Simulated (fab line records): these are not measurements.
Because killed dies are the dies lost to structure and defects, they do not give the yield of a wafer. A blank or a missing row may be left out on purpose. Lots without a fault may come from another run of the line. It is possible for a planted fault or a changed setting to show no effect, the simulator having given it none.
fab line records	flow n5_finfet
[record] lots = 24	wafers = 72	last_day = 18
route steps=1938 shown BEOL_M12@1633 BEOL_M13@1705 BEOL_M14@1728
lots that met no fault: taken from a fault-free run of the same line
start_h: start of the lot's first displayed wafer, in hours after the record's first day	wait_h: hours elapsed since this lot's preceding step	" the same as in the row above	L1.1+2: several wafers, shown together as one row	- no value present, or no start provided	* or withheld: withheld	< > ~ a bound
route shown NAME@n: a module of which the file shows steps, and the number in the route of the first	usual: average and standard deviation across the fault-free wafers	same: alike in all rows	chamber/n: place in a boat	sites: the reading at each site	_std_site: the values' standard deviation	_edge_site: outer sites' mean less inner sites'	radius_mm: for every site, how far away it sits from the centre of the wafer	mask NAME#n: copy n	behind: tool/chamber where the wafer was last shaped	hold: why the lot went on hold/how many hours it stayed there/how the hold came to an end	device: the n, p or np transistor that did not switch	end of line: tests run on the same wafers once the route is complete	where a step has no rows: the recipe by itself	killed: dies lost to structure and defects at the first sort, not the wafer's yield	map: dies across one wafer; x = killed, . = not, _ = none there
set.NAME: the setting that was run; set.NAME@STEP: the one run at that earlier step	model.NAME: the simulator's own value behind a step, which no gauge read
a sample of lots followed through the steps of the route, with each step as a table and each wafer as a row
services: when a tool's chamber went out of use (start_h, in hours from the record's first day, below 0 if earlier), for how many hours, and the reason
[[steps]]
[step N5_BEOL_M12_OVL_MEAS_29]
[recipe] points_per_wafer = 44
[usual] M12_OVL = 2/5.1
lot.wafer	tool	chamber	start_h	wait_h	M12_OVL[nm]
L074.1	overlay-01	0	237.12	0.0	-6
L074.4	"	0	"	"	7
L074.5	"	0	"	"	2
L076.1	overlay-01	0	253.47	0.0	-1
L076.3	"	0	"	"	1
L076.5	"	0	"	"	-1
L078.1	overlay-01	0	269.07	0.0	-1
L078.4	"	0	"	"	12
L078.5	"	0	"	"	1
L075.3	overlay-02	0	272.72	0.0	3
L075.5	"	0	"	"	1
L075.6	"	0	"	"	2
L077.1	overlay-01	0	279.59	0.0	-3
L077.5	"	0	"	"	3
L077.6	"	0	"	"	1
L083.1	overlay-02	0	293.64	0.0	6
L083.2	"	0	"	"	-2
L083.5	"	0	"	"	5
L079.2	overlay-02	0	300.14	0.0	-1
L079.4	"	0	"	"	10
L079.6	"	0	"	"	2
L080.1	overlay-01	0	306.70	0.0	-6
L080.2	"	0	"	"	0
L080.5	"	0	"	"	-2
L081.1	overlay-02	0	306.99	0.0	-5
L081.2	"	0	"	"	0
L081.5	"	0	"	"	-1
L084.1	overlay-01	0	316.80	0.0	5
L084.4	"	0	"	"	2
L084.5	"	0	"	"	9
L082.2	overlay-01	0	319.10	0.0	5
L082.4	"	0	"	"	8
L082.5	"	0	"	"	4
L087.3	overlay-01	0	324.48	0.0	-1
L087.5	"	0	"	"	9
L087.6	"	0	"	"	8
L085.2	overlay-02	0	329.28	0.0	-6
L085.5	"	0	"	"	7
L085.6	"	0	"	"	-8
L086.1	overlay-02	0	336.30	0.0	3
L086.3	"	0	"	"	4
L086.4	"	0	"	"	6
L088.1	overlay-02	0	338.41	0.0	4
L088.2	"	0	"	"	0
L088.3	"	0	"	"	5
L090.1	overlay-02	0	342.34	0.0	5
L090.4	"	0	"	"	-8
L090.5	"	0	"	"	8
L089.1	overlay-01	0	349.23	0.0	3
L089.4	"	0	"	"	4
L089.6	"	0	"	"	4
L091.1	overlay-01	0	362.57	0.0	3
L091.4	"	0	"	"	8
L091.5	"	0	"	"	2
L092.1	overlay-01	0	363.46	0.0	10
L092.4	"	0	"	"	-4
L092.5	"	0	"	"	9
L093.1	overlay-02	0	366.34	0.0	13
L093.4	"	0	"	"	1
L093.6	"	0	"	"	7
L096.1	overlay-02	0	368.97	0.0	-4
L096.3	"	0	"	"	5
L096.5	"	0	"	"	5
L095.3	overlay-02	0	376.79	0.0	3
L095.5	"	0	"	"	-2
L095.6	"	0	"	"	-2
L094.1	overlay-02	0	377.52	0.0	14
L094.5	"	0	"	"	6
L094.6	"	0	"	"	5
L097.2	overlay-02	0	398.91	0.0	-7
L097.4	"	0	"	"	-2
L097.6	"	0	"	"	-7
[step N5_BEOL_M12_ETCH_68]
[recipe] chemistry = N2/H2	target = SOC	mask_material = SiARC	source_w = 3000	bias_w = 350	temp_c = 40	time_s = 285	ion_energy_ev = 200	pressure_mtorr = 30	n2_flow_sccm = 200	h2_flow_sccm = 200
[usual] drypump_motor_current_A = 5.8/0.44	oes_product_au = 0.77/0.064	rf_vpp_V = 523.7/2.2	showerhead_plenum_p_Torr = 2.54/0.074	temp_c = 40.01/0.095	throttle_valve_pct = 17.9/0.31
lot.wafer	tool	chamber	start_h	wait_h	drypump_motor_current_A	oes_product_au	rf_hours_counter_h	rf_vpp_V	showerhead_plenum_p_Torr	temp_c	throttle_valve_pct
L074.1	rie_diel-03	0	237.59	0.1	6.0	0.70	242	525.2	2.61	39.86	18.2
L074.4	"	3	"	"	5.1	0.68	240	519.9	2.40	39.86	18.0
L074.5	"	1	"	"	5.8	0.87	-	528.0	2.68	39.98	17.4
L076.1	rie_diel-03	2	253.71	0.1	5.7	0.77	130	527.9	2.66	40.09	17.9
L076.3	"	0	"	"	6.0	0.69	248	526.5	2.61	40.16	18.2
L076.5	"	0	"	"	6.0	0.69	-	525.9	2.60	40.13	18.2
L078.1	rie_diel-01	0	269.40	0.1	5.5	0.84	65	521.3	2.48	39.84	18.2
L078.4	"	1	"	"	5.5	0.79	138	523.2	2.55	39.95	17.4
L078.5	"	0	"	"	5.5	0.84	-	522.0	2.48	39.91	18.2
L075.3	rie_diel-01	2	273.00	0.1	5.9	0.70	220	526.1	2.63	39.95	18.1
L075.5	"	2	"	"	5.9	0.70	-	525.5	2.63	40.00	18.2
L075.6	"	1	"	"	5.5	0.78	-	525.2	2.55	39.96	17.4
L077.1	rie_diel-06	2	279.83	0.1	6.8	0.71	214	521.8	2.51	39.90	18.1
L077.5	"	3	"	"	5.4	0.81	-	523.9	2.55	40.19	17.6
L077.6	"	0	"	"	5.8	0.73	-	525.7	2.54	40.12	17.9
L083.1	rie_diel-06	1	293.88	0.1	5.8	0.79	114	522.1	2.45	39.86	18.1
L083.2	"	2	"	"	6.9	0.71	220	521.6	2.50	40.07	18.1
L083.5	"	1	"	"	5.8	0.79	-	521.1	2.45	40.14	18.1
L079.2	rie_diel-06	0	300.37	0.1	5.7	0.72	181	522.8	2.53	40.00	17.9
L079.4	"	1	"	"	5.8	0.79	118	522.2	2.45	39.83	18.1
L079.6	"	2	"	"	6.8	0.71	-	522.3	2.50	40.09	18.1
L080.1	rie_diel-06	1	306.93	0.1	5.8	0.78	120	521.1	2.45	40.11	18.1
L080.2	"	0	"	"	5.8	0.72	183	523.2	2.53	40.05	17.9
L080.5	"	2	"	"	6.9	0.71	-	522.3	2.50	40.08	18.1
L081.1	rie_diel-01	3	307.42	0.1	6.1	0.84	48	521.5	2.48	39.98	17.3
L081.2	"	0	"	"	5.5	0.82	77	521.7	2.47	40.03	18.2
L081.5	"	1	"	"	5.5	0.77	-	524.0	2.54	40.04	17.5
L084.1	rie_diel-06	1	317.04	0.1	5.8	0.77	124	520.0	2.44	40.21	18.1
L084.4	"	0	"	"	5.7	0.72	187	524.0	2.53	40.02	17.9
L084.5	"	2	"	"	6.9	0.70	-	524.3	2.50	39.98	18.1
L082.2	rie_diel-03	0	319.34	0.1	6.0	0.96	14	526.3	2.60	39.94	17.8
L082.4	"	3	"	"	5.1	0.96	7	528.6	2.71	40.03	17.6
L082.5	"	3	"	"	5.1	0.96	-	528.5	2.71	40.12	17.5
L087.3	rie_diel-06	3	324.74	0.1	5.4	0.78	139	523.4	2.55	40.13	17.7
L087.5	"	2	"	"	6.9	0.70	-	522.7	2.50	40.07	18.2
L087.6	"	1	"	"	5.7	0.77	-	519.8	2.44	40.00	18.1
L085.2	rie_diel-01	2	329.76	0.1	5.9	0.69	238	525.9	2.62	40.01	18.2
L085.5	"	2	"	"	5.9	0.69	-	525.2	2.62	40.03	18.2
L085.6	"	3	"	"	6.1	0.84	-	521.4	2.47	40.03	17.3
L086.1	rie_diel-01	2	336.54	0.1	5.9	0.68	241	526.5	2.62	40.22	18.2
L086.3	"	0	"	"	5.4	0.81	87	521.7	2.47	39.96	18.2
L086.4	"	3	"	"	6.1	0.83	58	522.1	2.47	39.94	17.3
L088.1	rie_diel-06	3	338.73	0.1	5.4	0.79	144	524.6	2.54	39.90	17.7
L088.2	"	0	"	"	5.7	0.72	195	522.4	2.53	40.01	17.9
L088.3	"	1	"	"	5.8	0.77	133	520.6	2.44	40.00	18.1
L090.1	rie_diel-06	3	342.58	0.1	5.4	0.78	145	525.3	2.54	40.06	17.7
L090.4	"	0	"	"	5.8	0.72	196	523.3	2.53	39.98	17.9
L090.5	"	2	"	"	6.9	0.69	-	523.5	2.50	40.00	18.2
L089.1	rie_diel-06	0	349.59	0.1	5.8	0.71	198	523.1	2.53	40.07	17.9
L089.4	"	2	"	"	6.8	0.69	240	522.6	2.49	40.04	18.2
L089.6	"	1	"	"	5.8	0.77	-	520.9	2.44	40.02	18.1
L091.1	rie_diel-01	0	362.86	0.1	5.4	0.80	98	521.4	2.47	40.10	18.3
L091.4	"	1	"	"	5.5	0.75	-	523.7	2.53	39.92	17.5
L091.5	"	0	"	"	5.5	0.80	-	522.6	2.47	40.04	18.3
L092.1	rie_diel-06	1	363.70	0.1	5.8	0.76	143	519.2	2.44	40.06	18.1
L092.4	"	0	"	"	5.7	0.71	204	523.3	2.52	40.06	17.9
L092.5	"	0	"	"	5.8	0.71	-	522.3	2.52	40.17	17.9
L093.1	rie_diel-06	0	366.58	0.1	5.8	0.71	205	523.6	2.52	39.89	17.9
L093.4	"	1	"	"	5.8	0.76	144	520.2	2.44	39.95	18.1
L093.6	"	3	"	"	5.4	0.77	-	524.2	2.54	39.95	17.7
L096.1	rie_diel-01	1	369.27	0.1	5.5	0.75	176	524.6	2.53	40.04	17.5
L096.3	"	0	"	"	5.5	0.81	102	521.2	2.47	39.99	18.3
L096.5	"	1	"	"	5.5	0.76	-	523.8	2.53	39.85	17.5
L095.3	rie_diel-03	0	377.12	0.1	6.0	0.91	35	523.8	2.59	39.96	17.8
L095.5	"	2	"	"	5.7	0.74	-	525.8	2.64	40.05	17.9
L095.6	"	1	"	"	5.8	0.80	-	527.6	2.66	40.11	17.5
L094.1	rie_diel-01	2	377.88	0.1	5.9	0.98	1	525.0	2.62	39.99	17.7
L094.5	"	1	"	"	5.5	0.75	-	524.0	2.53	40.00	17.5
L094.6	"	0	"	"	5.5	0.79	-	522.1	2.46	40.03	18.3
L097.2	rie_diel-03	3	399.17	0.1	5.1	0.90	35	528.0	2.70	40.27	17.6
L097.4	"	1	"	"	5.8	0.80	112	526.5	2.66	40.07	17.5
L097.6	"	0	"	"	6.0	0.89	-	524.3	2.59	40.05	17.8
[step N5_BEOL_M13_SPUTTER_43]
[recipe] material = TaN	target_thk_a = 150	temp_c = 50	bias_v = 168.6	power_w = 15000	chamber_pressure_pa = 0.12	time_s = 24.19
[usual] substrate_temp_c = 50.01/0.12	throttle_valve_pct = 29.5/0.76
lot.wafer	tool	chamber	start_h	wait_h	substrate_temp_c	throttle_valve_pct
L074.1	pvd_sputter-02	-	244.38	0.0	49.94	30.4
L074.4	"	-	"	"	50.04	29.7
L074.5	"	-	"	"	49.96	29.6
L076.1	pvd_sputter-01	-	265.59	0.0	50.04	29.8
L076.3	"	-	"	"	50.00	29.8
L076.5	"	-	"	"	50.09	29.6
L078.1	pvd_sputter-01	-	275.79	0.0	49.96	28.5
L078.4	"	-	"	"	50.12	29.8
L078.5	"	-	"	"	50.02	28.5
L075.3	pvd_sputter-01	-	281.75	0.0	49.97	28.6
L075.5	"	-	"	"	50.16	29.8
L075.6	"	-	"	"	50.17	30.5
L077.1	pvd_sputter-03	-	286.33	0.0	49.81	28.5
L077.5	"	-	"	"	49.88	28.9
L077.6	"	-	"	"	50.01	29.6
L083.1	pvd_sputter-02	-	299.99	0.0	50.10	29.6
L083.2	"	-	"	"	49.89	29.1
L083.5	"	-	"	"	50.00	29.3
L079.2	pvd_sputter-03	-	311.90	0.0	50.07	29.5
L079.4	"	-	"	"	50.07	28.5
L079.6	"	-	"	"	50.25	29.9
L080.1	pvd_sputter-02	-	314.57	0.0	50.10	29.3
L080.2	"	-	"	"	49.66	28.1
L080.5	"	-	"	"	49.80	28.0
L081.1	pvd_sputter-02	-	318.05	0.0	49.77	29.1
L081.2	"	-	"	"	50.00	27.9
L081.5	"	-	"	"	50.15	30.5
L084.1	pvd_sputter-03	-	327.04	0.0	49.98	30.4
L084.4	"	-	"	"	50.08	29.7
L084.5	"	-	"	"	50.06	28.3
L082.2	pvd_sputter-03	-	327.56	0.0	50.06	29.5
L082.4	"	-	"	"	50.08	28.8
L082.5	"	-	"	"	50.00	29.3
L087.3	pvd_sputter-01	-	331.62	0.0	49.81	29.8
L087.5	"	-	"	"	49.84	30.8
L087.6	"	-	"	"	49.90	29.8
L085.2	pvd_sputter-03	-	341.26	0.0	50.03	28.7
L085.5	"	-	"	"	50.10	28.7
L085.6	"	-	"	"	50.08	29.8
L086.1	pvd_sputter-03	-	344.96	0.0	49.99	28.6
L086.3	"	-	"	"	49.94	30.3
L086.4	"	-	"	"	50.15	29.8
L088.1	pvd_sputter-02	-	344.99	0.0	49.96	29.4
L088.2	"	-	"	"	49.89	30.2
L088.3	"	-	"	"	49.97	27.9
L090.1	pvd_sputter-02	-	351.51	0.0	50.04	30.5
L090.4	"	-	"	"	50.06	29.3
L090.5	"	-	"	"	50.00	29.7
L089.1	pvd_sputter-01	-	359.12	0.0	50.04	29.8
L089.4	"	-	"	"	50.10	28.7
L089.6	"	-	"	"	50.05	30.0
L092.1	pvd_sputter-01	-	375.34	0.0	49.93	30.8
L092.4	"	-	"	"	50.02	28.7
L092.5	"	-	"	"	49.89	28.7
L091.1	pvd_sputter-01	-	376.58	0.0	49.84	28.6
L091.4	"	-	"	"	50.22	29.9
L091.5	"	-	"	"	50.00	28.5
L093.1	pvd_sputter-01	-	377.14	0.0	50.06	29.9
L093.4	"	-	"	"	50.01	29.9
L093.6	"	-	"	"	49.97	29.9
L096.1	pvd_sputter-01	-	377.92	0.0	50.27	30.6
L096.3	"	-	"	"	50.01	28.6
L096.5	"	-	"	"	49.95	29.9
L095.3	pvd_sputter-03	-	383.32	0.0	49.90	30.3
L095.5	"	-	"	"	50.08	29.2
L095.6	"	-	"	"	50.06	28.6
L094.1	pvd_sputter-03	-	385.06	0.0	49.96	29.4
L094.5	"	-	"	"	49.87	29.2
L094.6	"	-	"	"	50.16	28.7
L097.2	pvd_sputter-02	-	408.28	0.0	50.15	27.9
L097.4	"	-	"	"	49.89	29.9
L097.6	"	-	"	"	49.92	29.5
[step N5_BEOL_M13_SPUTTER_44]
[recipe] material = Ta	target_thk_a = 100	temp_c = 50	bias_v = 80	power_w = 15000	chamber_pressure_pa = 0.07	time_s = 16.13
[usual] substrate_temp_c = 50.00/0.11	throttle_valve_pct = 29.5/0.77
lot.wafer	tool	chamber	start_h	wait_h	substrate_temp_c	throttle_valve_pct
L074.1	pvd_sputter-02	-	244.46	0.0	50.07	30.3
L074.4	"	-	"	"	50.08	29.7
L074.5	"	-	"	"	50.02	29.6
L076.1	pvd_sputter-01	-	265.67	0.0	49.96	29.8
L076.3	"	-	"	"	49.75	29.7
L076.5	"	-	"	"	50.10	30.0
L078.1	pvd_sputter-01	-	275.87	0.0	50.01	28.2
L078.4	"	-	"	"	50.24	29.5
L078.5	"	-	"	"	50.08	28.7
L075.3	pvd_sputter-01	-	281.83	0.0	50.02	28.6
L075.5	"	-	"	"	50.24	29.8
L075.6	"	-	"	"	50.20	30.5
L077.1	pvd_sputter-03	-	286.41	0.0	49.98	28.6
L077.5	"	-	"	"	49.89	28.4
L077.6	"	-	"	"	49.98	29.9
L083.1	pvd_sputter-02	-	300.07	0.0	50.06	29.6
L083.2	"	-	"	"	50.11	29.3
L083.5	"	-	"	"	49.99	29.2
L079.2	pvd_sputter-03	-	311.98	0.0	50.06	29.7
L079.4	"	-	"	"	49.90	28.6
L079.6	"	-	"	"	50.01	29.8
L080.1	pvd_sputter-02	-	314.65	0.0	50.08	29.2
L080.2	"	-	"	"	49.96	27.8
L080.5	"	-	"	"	49.95	28.0
L081.1	pvd_sputter-02	-	318.13	0.0	50.11	29.4
L081.2	"	-	"	"	49.96	28.0
L081.5	"	-	"	"	49.96	30.3
L084.1	pvd_sputter-03	-	327.12	0.0	49.95	30.5
L084.4	"	-	"	"	50.06	29.7
L084.5	"	-	"	"	49.94	28.8
L082.2	pvd_sputter-03	-	327.64	0.0	50.06	29.5
L082.4	"	-	"	"	49.68	28.8
L082.5	"	-	"	"	50.16	29.1
L087.3	pvd_sputter-01	-	331.70	0.0	50.26	30.0
L087.5	"	-	"	"	50.27	30.6
L087.6	"	-	"	"	49.78	29.7
L085.2	pvd_sputter-03	-	341.34	0.0	50.01	28.7
L085.5	"	-	"	"	49.96	28.6
L085.6	"	-	"	"	50.10	30.0
L086.1	pvd_sputter-03	-	345.04	0.0	49.91	28.6
L086.3	"	-	"	"	50.00	30.1
L086.4	"	-	"	"	50.27	29.5
L088.1	pvd_sputter-02	-	345.07	0.0	49.92	29.4
L088.2	"	-	"	"	49.94	30.2
L088.3	"	-	"	"	49.72	27.9
L090.1	pvd_sputter-02	-	351.59	0.0	49.88	30.5
L090.4	"	-	"	"	49.87	29.4
L090.5	"	-	"	"	49.95	29.6
L089.1	pvd_sputter-01	-	359.20	0.0	50.07	30.0
L089.4	"	-	"	"	49.94	28.3
L089.6	"	-	"	"	49.90	29.6
L092.1	pvd_sputter-01	-	375.42	0.0	49.98	30.6
L092.4	"	-	"	"	49.82	28.4
L092.5	"	-	"	"	50.00	28.5
L091.1	pvd_sputter-01	-	376.66	0.0	50.02	28.5
L091.4	"	-	"	"	50.08	29.8
L091.5	"	-	"	"	49.80	28.6
L093.1	pvd_sputter-01	-	377.22	0.0	50.06	30.0
L093.4	"	-	"	"	50.02	29.7
L093.6	"	-	"	"	49.93	30.0
L096.1	pvd_sputter-01	-	378.00	0.0	50.03	30.9
L096.3	"	-	"	"	49.96	28.6
L096.5	"	-	"	"	50.11	30.0
L095.3	pvd_sputter-03	-	383.40	0.0	49.98	29.9
L095.5	"	-	"	"	49.97	29.2
L095.6	"	-	"	"	50.08	28.7
L094.1	pvd_sputter-03	-	385.14	0.0	49.97	29.4
L094.5	"	-	"	"	50.09	29.5
L094.6	"	-	"	"	49.95	28.6
L097.2	pvd_sputter-02	-	408.36	0.0	50.10	28.1
L097.4	"	-	"	"	49.90	29.7
L097.6	"	-	"	"	49.94	29.6
[step N5_BEOL_M14_INSPECT_12]
[recipe] mode = adi	inspect_instrument = macro
[usual] raw_defect_count = 1.9/1.4
lot.wafer	tool	chamber	start_h	wait_h	raw_defect_count
L074.1	defect_inspect-01	-	246.48	0.0	3
L074.4	"	-	"	"	2
L074.5	"	-	"	"	4
L076.1	defect_inspect-01	-	267.65	0.0	0
L076.3	"	-	"	"	2
L076.5	"	-	"	"	0
L078.1	defect_inspect-02	-	277.60	0.0	2
L078.4	"	-	"	"	2
L078.5	"	-	"	"	4
L075.3	defect_inspect-02	-	283.54	0.0	4
L075.5	"	-	"	"	1
L075.6	"	-	"	"	1
L077.1	defect_inspect-01	-	288.11	0.0	1
L077.5	"	-	"	"	5
L077.6	"	-	"	"	1
L083.1	defect_inspect-01	-	301.89	0.0	2
L083.2	"	-	"	"	0
L083.5	"	-	"	"	4
L079.2	defect_inspect-02	-	313.83	0.0	3
L079.4	"	-	"	"	3
L079.6	"	-	"	"	0
L080.1	defect_inspect-01	-	316.38	0.0	4
L080.2	"	-	"	"	1
L080.5	"	-	"	"	2
L081.1	defect_inspect-02	-	320.23	0.0	0
L081.2	"	-	"	"	1
L081.5	"	-	"	"	3
L084.1	defect_inspect-01	-	329.26	0.0	1
L084.4	"	-	"	"	1
L084.5	"	-	"	"	2
L082.2	defect_inspect-01	-	329.44	0.0	4
L082.4	"	-	"	"	0
L082.5	"	-	"	"	1
L087.3	defect_inspect-02	-	333.55	0.0	2
L087.5	"	-	"	"	0
L087.6	"	-	"	"	4
L085.2	defect_inspect-02	-	343.16	0.0	2
L085.5	"	-	"	"	5
L085.6	"	-	"	"	3
L086.1	defect_inspect-02	-	346.86	0.0	3
L086.3	"	-	"	"	2
L086.4	"	-	"	"	1
L088.1	defect_inspect-01	-	347.02	0.0	3
L088.2	"	-	"	"	0
L088.3	"	-	"	"	0
L090.1	defect_inspect-02	-	353.48	0.0	3
L090.4	"	-	"	"	3
L090.5	"	-	"	"	2
L089.1	defect_inspect-02	-	361.02	0.0	2
L089.4	"	-	"	"	3
L089.6	"	-	"	"	1
L092.1	defect_inspect-02	-	377.13	0.0	3
L092.4	"	-	"	"	0
L092.5	"	-	"	"	1
L091.1	defect_inspect-02	-	378.48	0.0	4
L091.4	"	-	"	"	1
L091.5	"	-	"	"	1
L093.1	defect_inspect-01	-	379.04	0.0	1
L093.4	"	-	"	"	1
L093.6	"	-	"	"	6
L096.1	defect_inspect-02	-	379.69	0.0	1
L096.3	"	-	"	"	0
L096.5	"	-	"	"	2
L095.3	defect_inspect-02	-	385.23	0.0	2
L095.5	"	-	"	"	1
L095.6	"	-	"	"	2
L094.1	defect_inspect-02	-	387.07	0.0	1
L094.5	"	-	"	"	1
L094.6	"	-	"	"	2
L097.2	defect_inspect-01	-	410.30	0.0	0
L097.4	"	-	"	"	0
L097.6	"	-	"	"	1
[step N5_BEOL_M14_STRIP_37]
[recipe] chemistry = O2	power_w = 600	temp_c = 60	pressure_mtorr = 30	rf_frequency_hz = 6e+07	bias_power_w = 0	overash_fraction = 0.3	o2_flow_sccm = 225
[usual] drypump_motor_current_A = 5.7/0.39	oes_product_au = 0.80/0.081	rf_vpp_V = 3.7/1	showerhead_plenum_p_Torr = 2.11/0.071	temp_c = 60.01/0.12	throttle_valve_pct = 16.71/0.28
lot.wafer	tool	chamber	start_h	wait_h	drypump_motor_current_A	oes_product_au	rf_hours_counter_h	rf_vpp_V	showerhead_plenum_p_Torr	temp_c	throttle_valve_pct
L074.1	rie_diel-06	2	250.30	2.2	6.8	0.72	203	4.6	2.08	59.80	17.18
L074.4	"	0	"	"	5.7	0.74	161	1.5	2.10	60.16	16.84
L074.5	"	2	"	"	6.8	0.74	-	4.8	2.08	59.95	17.14
L076.1	rie_diel-03	3	269.96	0.4	5.1	0.68	249	3.1	1.98	59.98	16.92
L076.3	"	1	"	"	5.8	0.86	65	2.8	2.22	60.00	16.40
L076.5	"	2	"	"	5.6	0.77	-	4.2	2.20	59.92	16.90
L078.1	rie_diel-01	0	279.32	0.2	5.4	0.83	69	4.5	2.03	59.98	16.93
L078.4	"	2	"	"	5.9	0.72	222	5.7	2.16	60.20	16.96
L078.5	"	2	"	"	5.8	0.70	-	3.8	2.17	60.26	16.94
L075.3	rie_diel-01	0	285.66	0.6	5.4	0.84	71	2.5	2.03	59.91	16.93
L075.5	"	1	"	"	5.5	0.77	-	2.4	2.10	59.96	16.38
L075.6	"	0	"	"	5.5	0.84	-	3.8	2.03	59.95	16.89
L077.1	rie_diel-01	2	290.23	0.0	5.8	0.70	225	3.9	2.16	60.09	16.94
L077.5	"	1	"	"	5.5	0.78	-	2.9	2.10	59.94	16.43
L077.6	"	2	"	"	5.8	0.71	-	4.0	2.16	60.01	16.94
L083.1	rie_diel-03	0	303.67	0.2	6.0	0.98	9	5.2	2.16	60.07	16.64
L083.2	"	1	"	"	5.8	0.82	78	3.6	2.21	59.88	16.44
L083.5	"	2	"	"	5.6	0.76	-	4.7	2.19	59.93	16.93
L079.2	rie_diel-06	0	317.35	1.6	5.7	0.71	187	3.7	2.09	60.19	16.89
L079.4	"	1	"	"	5.8	0.78	124	2.8	2.01	60.05	16.95
L079.6	"	3	"	"	5.4	0.79	-	3.2	2.10	59.81	16.56
L080.1	rie_diel-01	1	320.39	2.5	5.5	0.78	156	3.6	2.10	59.88	16.40
L080.2	"	2	"	"	5.9	0.70	235	2.6	2.16	59.98	16.97
L080.5	"	1	"	"	5.5	0.77	-	3.5	2.10	59.85	16.46
L081.1	rie_diel-01	1	322.19	0.1	5.5	0.77	157	4.1	2.10	60.02	16.40
L081.2	"	0	"	"	5.4	0.82	83	3.4	2.03	60.07	16.96
L081.5	"	2	"	"	5.8	0.69	-	4.6	2.16	60.06	16.99
L084.1	rie_diel-03	0	331.01	0.1	6.0	0.94	18	5.8	2.15	60.06	16.68
L084.4	"	1	"	"	5.8	0.82	-	3.7	2.21	60.06	16.42
L084.5	"	3	"	"	5.1	0.97	-	2.2	2.23	59.87	16.50
L082.2	rie_diel-01	1	331.39	0.0	5.5	0.77	160	5.2	2.10	60.05	16.45
L082.4	"	2	"	"	5.8	0.69	239	3.2	2.16	60.04	16.98
L082.5	"	3	"	"	6.1	0.84	-	5.5	2.03	59.99	16.24
L087.3	rie_diel-06	3	335.24	0.1	5.4	0.78	142	2.1	2.10	59.92	16.60
L087.5	"	2	"	"	6.8	0.70	-	4.5	2.06	60.02	17.22
L087.6	"	1	"	"	5.8	0.76	-	3.5	2.01	60.01	16.96
L085.2	rie_diel-06	0	345.25	0.2	5.8	0.71	197	3.6	2.09	59.97	16.87
L085.5	"	0	"	"	5.8	0.72	-	4.9	2.09	60.07	16.87
L085.6	"	3	"	"	5.4	0.78	-	3.3	2.10	59.84	16.59
L086.1	rie_diel-06	1	350.58	2.2	5.8	0.76	138	3.9	2.01	59.89	16.99
L086.3	"	2	"	"	6.8	0.68	241	3.0	2.06	60.05	17.22
L086.4	"	0	"	"	5.8	0.71	199	4.5	2.09	60.03	16.88
L088.1	rie_diel-06	2	351.21	2.6	6.9	0.68	241	3.1	2.06	60.16	17.25
L088.2	"	1	"	"	5.8	0.77	138	2.8	2.01	59.83	16.97
L088.3	"	3	"	"	5.4	0.77	148	5.0	2.10	59.83	16.61
L090.1	rie_diel-03	3	355.41	0.1	5.1	0.92	21	3.1	2.23	59.75	16.50
L090.4	"	1	"	"	5.8	0.81	98	4.8	2.20	59.87	16.44
L090.5	"	0	"	"	6.0	0.93	-	2.4	2.15	59.92	16.71
L089.1	rie_diel-03	3	363.17	0.5	5.0	0.94	24	3.1	2.23	59.99	16.52
L089.4	"	1	"	"	5.8	0.81	100	4.2	2.20	60.08	16.47
L089.6	"	1	"	"	5.8	0.80	-	5.2	2.20	59.96	16.46
L092.1	rie_diel-01	1	379.07	0.4	5.5	0.75	181	1.3	2.09	60.19	16.42
L092.4	"	2	"	"	5.9	0.98	2	3.5	2.16	60.12	16.53
L092.5	"	0	"	"	5.4	0.80	-	2.5	2.02	60.13	16.97
L091.1	rie_diel-03	3	380.13	0.0	5.1	0.92	30	3.5	2.23	60.03	16.53
L091.4	"	2	"	"	5.7	0.73	177	2.2	2.18	60.23	16.96
L091.5	"	3	"	"	5.1	0.92	-	3.6	2.23	60.22	16.54
L093.1	rie_diel-01	2	382.77	2.0	5.9	0.97	3	2.8	2.15	60.02	16.52
L093.4	"	0	"	"	5.5	0.79	108	3.2	2.02	59.96	17.00
L093.6	"	3	"	"	6.1	0.81	-	4.4	2.02	60.07	16.28
L096.1	rie_diel-06	3	384.87	3.5	5.4	0.76	161	2.4	2.09	59.99	16.65
L096.3	"	0	"	"	5.7	0.71	212	2.5	2.08	59.86	16.91
L096.5	"	0	"	"	5.8	0.71	-	3.9	2.08	59.92	16.94
L095.3	rie_diel-01	1	390.34	3.6	5.5	0.74	185	3.0	2.09	59.81	16.48
L095.5	"	1	"	"	5.5	0.75	-	4.8	2.09	60.03	16.48
L095.6	"	0	"	"	5.5	0.77	-	4.0	2.02	59.97	16.99
L094.1	rie_diel-03	0	390.38	1.7	6.0	0.92	38	2.6	2.15	60.19	16.66
L094.5	"	2	"	"	5.7	0.74	-	4.5	2.18	60.14	16.95
L094.6	"	3	"	"	5.1	0.90	-	4.5	2.23	59.99	16.56
L097.2	rie_diel-01	3	417.00	4.9	6.1	0.80	91	4.5	2.02	60.11	16.29
L097.4	"	0	"	"	5.4	0.76	120	6.1	2.01	60.00	17.00
L097.6	"	1	"	"	5.5	0.73	-	3.9	2.09	59.98	16.50
[[services]]
tool	chamber	start_h	hours	kind
rie_diel-01	1	247.05	2.6	repair
rie_diel-03	3	247.54	9.3	repair
rie_diel-03	0	259.40	-	clean
rie_diel-03	0	259.40	-	consumable_replace:focus_ring
rie_diel-03	0	259.40	20.5	scheduled_down
rie_diel-03	0	259.40	20.5	vent_cycle
rie_diel-03	-	267.25	1.6	repair
rie_diel-03	3	279.88	-	clean
rie_diel-03	3	279.88	-	consumable_replace:focus_ring
rie_diel-03	3	279.88	-	consumable_replace:showerhead
rie_diel-03	2	330.71	4.4	repair
rie_diel-01	2	357.51	-	clean
rie_diel-01	2	357.51	-	consumable_replace:focus_ring
rie_diel-01	2	357.51	16.1	scheduled_down
rie_diel-01	2	357.51	16.1	vent_cycle
rie_diel-06	-	370.27	2.8	pm
rie_diel-06	2	379.23	-	clean
rie_diel-06	2	379.23	-	consumable_replace:esc
rie_diel-06	2	379.23	-	consumable_replace:focus_ring
rie_diel-06	2	379.23	23.6	scheduled_down
rie_diel-06	2	379.23	23.6	vent_cycle
rie_diel-06	1	389.46	5.7	repair
rie_diel-03	3	390.81	4.9	repair
pvd_sputter-01	-	397.33	2.9	repair
[[key]]
fault none
